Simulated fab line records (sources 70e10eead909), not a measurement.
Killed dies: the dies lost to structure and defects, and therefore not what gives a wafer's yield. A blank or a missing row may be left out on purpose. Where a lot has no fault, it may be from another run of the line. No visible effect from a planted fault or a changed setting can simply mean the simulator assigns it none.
A struck lot beside a sound one + flow nand-harc + 14 steps out of a route of 1302
Sound: the wafers L117.2, L117.5, L117.6. Wafers struck: L112.2, L112.3, L112.4. The cause is named last.
Order at every step that has rows: each side's tool, ch and its chambers, its first start. Under that, the readings that differ: sound wafers + struck wafers + difference of the means + sigmas: that difference in standard deviations of wafers without a fault.
alike: readings with means less than 2 such deviations apart, plus words and numbers identical on both sides. not compared: withheld readings, readings lacking a value on some wafer, bounds such as >300 that could conceal the same value, and numbers that have no deviation in the record and whose values overlap.
The two part at a step that has a row with sigmas, a row that says differs or no value, or rows on one side only. When numbers do not overlap yet have no deviation, they are printed without sigmas and do not part them. Lack of a reading on every wafer of one side parts them only where that side has two or more wafers.

NHARC_P_CONTACT_DESCUM_17: chemistry O2, time 3 s.
  sound on rie-diel-02 ch 0,1,3, day 13 20:39; struck on rie-diel-05 ch 0,1,3, day 12 01:11
| reading                | sound                | struck               | difference | sigmas |
|------------------------|----------------------|----------------------|------------|--------|
| throttle-valve-pct (%) | 11.325 11.314 11.324 | 11.302 11.306 11.290 | -0.022     | -2     |
  alike: drypump-motor-current-A, oes-product-au, rf-vpp-V, showerhead-plenum-p-Torr
  not compared: rf-hours-counter-h
NHARC_P_CONTACT_ETCH_35: etches the open film in CF4, target depth 39 nm, time 65 s.
  sound on rie-diel-02 ch 0,3, day 13 20:43; struck on rie-diel-05 ch 0,1,3, day 12 01:16
  alike: drypump-motor-current-A, oes-product-au, rf-fwd-power-W, rf-vpp-V, showerhead-plenum-p-Torr, throttle-valve-pct
  not compared: rf-hours-counter-h
then, 3 steps without rows for these wafers: NHARC_P_CONTACT_ETCH_36 (etches the open film in N2/H2, target depth 260 nm, time 406.25 s); NHARC_P_CONTACT_ETCH_18 (etches the open film in C4F8/O2/Ar, target depth 481 nm, time 240.5 s); NHARC_P_CONTACT_STRIP_37 (strips in C4F8/O2/Ar).
NHARC_P_CONTACT_ETCH_31: etches the open film in CH3F/O2, target depth 30 nm, time 85.7 s.
  sound: rie-diel-02 ch 0,2,3; struck: rie-diel-05 ch 0,1,3
  alike: ch3f-flow-sccm, drypump-motor-current-A, oes-product-au, rf-fwd-power-W, rf-vpp-V, showerhead-plenum-p-Torr, throttle-valve-pct
  not compared: rf-hours-counter-h
NHARC_P_CONTACT_CD_MEAS_19:
  sound on cd-sem-03, day 13 21:30; struck on cd-sem-02, day 12 02:03
  alike: cd-nm
NHARC_P_CONTACT_STRIP_28: strips in O2.
  sound on rie-diel-03 ch 0,1,3, day 13 21:35; struck on rie-diel-03 ch 0,1,2, day 12 02:07
  alike: drypump-motor-current-A, oes-product-au, rf-vpp-V, showerhead-plenum-p-Torr, throttle-valve-pct
  not compared: rf-hours-counter-h
then, 3 steps without rows for these wafers: NHARC_P_CONTACT_STRIP_29 (strips in post etch residue remover, time 1200 s); NHARC_P_CONTACT_DEGAS_38 (time 60 s); NHARC_P_CONTACT_PRE_CLEAN_39 (time 19.5 s).
NHARC_P_CONTACT_PVD_32: deposits Ti, target thk 5 nm, time 17.7 s.
  sound on pvd-sputter-03; struck on pvd-sputter-03
  alike: throttle-valve-pct
NHARC_P_CONTACT_ALD_22: deposits TiN, target thk 3 nm, pulse time 1 s, ald cycles 150.
  sound on ald-metal-02 ch 1,2, day 13 22:29; struck on ald-metal-02 ch 1,2,3, day 12 03:01
  no value came back on the struck wafers for ald-cycles, heater-power-outer-w (W), heater-power-w (W), precursor-pulse-height-rel; on the sound wafers ald-cycles reads 150 150 150
  not compared: since-wet-clean-h
then, 1 step without rows for these wafers: NHARC_P_CONTACT_CVD_23 (deposits W, target thk 200 nm, time 557 s).

WHERE THEY PART
At NHARC_P_CONTACT_DESCUM_17 first; at NHARC_P_CONTACT_ALD_22 last (within this record only).

WHY: what the simulator had put in
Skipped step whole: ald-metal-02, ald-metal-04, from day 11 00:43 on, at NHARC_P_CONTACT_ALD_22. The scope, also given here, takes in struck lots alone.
